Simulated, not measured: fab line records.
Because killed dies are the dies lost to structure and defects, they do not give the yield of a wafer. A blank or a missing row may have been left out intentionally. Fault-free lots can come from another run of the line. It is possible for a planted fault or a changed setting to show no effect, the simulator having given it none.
Which tool was responsible? | flow nand harc | 13 lots with 39 wafers sampled at 2 steps, on a route of 1302 steps

== WHAT THE GAUGES SHOWED, per wafer ==
NHARC_A_SLIT_OVL_MEAS_10. Usual: overlay x nm 0.0 nm, standard deviation 0.88; overlay y nm 0.3 nm, standard deviation 0.73.
lot  | measured     | on         | overlay x nm (nm) | overlay y nm (nm) | flag
L861 | day 19 14:43 | overlay-02 | 0.8 0.6 0.9       | 0.6 0.5 -0.4      |
L862 | day 20 03:11 | overlay-01 | -0.1 -0.2 -0.6    | 0.5 0.1 1.0       |
L863 | day 20 03:41 | overlay-01 | -0.5 -0.6 -0.6    | 1.3 0.3 0.7       |
L865 | day 21 05:31 | overlay-01 | -0.3 0.4 -0.1     | -0.2 0.3 0.8      |
L867 | day 23 03:52 | overlay-01 | -0.2 0.1 -0.5     | 0.7 1.3 0.7       |
L870 | day 23 12:11 | overlay-01 | 0.3 -0.1 0.2      | 1.3 1.0 0.9       |
L872 | day 24 01:41 | overlay-02 | -1.9 -1.9 -2.2    | -0.8 -0.6 -1.0    |
L871 | day 24 01:48 | overlay-01 | 1.4 1.3 1.0       | -0.7 -0.8 -0.4    |
L877 | day 25 22:53 | overlay-01 | 0.3 0.0 0.6       | 0.1 0.0 -0.1      |
L876 | day 26 06:57 | overlay-01 | -0.1 0.5 -0.1     | 1.2 1.4 1.3       |
L879 | day 26 21:08 | overlay-02 | 0.3 -0.3 -0.1     | 0.5 0.4 0.5       |
L883 | day 28 21:04 | overlay-01 | -1.1 -1.6 -1.5    | 1.3 0.6 1.7       |
L884 | day 28 22:37 | overlay-01 | -0.6 0.1 -0.2     | 0.2 -0.3 0.9      |

NHARC_A_SLIT_INSPECT_11. Usual: raw defect count reads 55 (standard deviation 27).
lot  | measured     | on                | raw defect count | flag
L861 | day 19 14:45 | defect inspect-02 | 19 18 9          |
L862 | day 20 03:13 | defect inspect-01 | 75 70 63         |
L863 | day 20 03:43 | defect inspect-02 | 76 79 65         |
L865 | day 21 05:32 | defect inspect-02 | 94 70 92         |
L867 | day 23 03:55 | defect inspect-02 | 68 78 74         |
L870 | day 23 12:14 | defect inspect-01 | 36 31 29         |
L872 | day 24 01:43 | defect inspect-01 | 13 9 10          |
L871 | day 24 01:50 | defect inspect-01 | 92 84 84         |
L877 | day 25 22:55 | defect inspect-02 | 51 47 35         |
L876 | day 26 06:59 | defect inspect-01 | 53 64 48         |
L879 | day 26 21:10 | defect inspect-02 | 20 25 22         |
L883 | day 28 21:06 | defect inspect-01 | 83 69 77         |
L884 | day 28 22:39 | defect inspect-01 | 38 47 24         |

== EACH LOT AND THE TOOL THAT RAN IT (in order: tool; ch and the chambers of the sampled wafers; start) ==
Record: no process step prior to these readings.

== WHAT THE TOOLS THEMSELVES READ (means of the sampled wafers that have a number; where no wafer has one, the mark that the record gives instead) ==
The record holds no such reading with a usual standard deviation.

== THE ANSWER, worked out from the rows above alone ==
Rule: lot off if the mean of its wafers having a number is beyond 3 standard deviations from the usual mean. A lot without any number at a reading at which 4 lots or more have one is off too. All remaining lots with rows at the step are treated as sound. After the gauges, taken in route order, come the tools' own readings; for these a lot's mean is taken, as printed above. At the first step where some lot is off, the reading lying furthest off is the one used; lots without a number count as furthest.
No lot is off on any of the readings shown, so nothing can be concluded from this.

== WHAT THE SIMULATOR HAD PUT IN ==
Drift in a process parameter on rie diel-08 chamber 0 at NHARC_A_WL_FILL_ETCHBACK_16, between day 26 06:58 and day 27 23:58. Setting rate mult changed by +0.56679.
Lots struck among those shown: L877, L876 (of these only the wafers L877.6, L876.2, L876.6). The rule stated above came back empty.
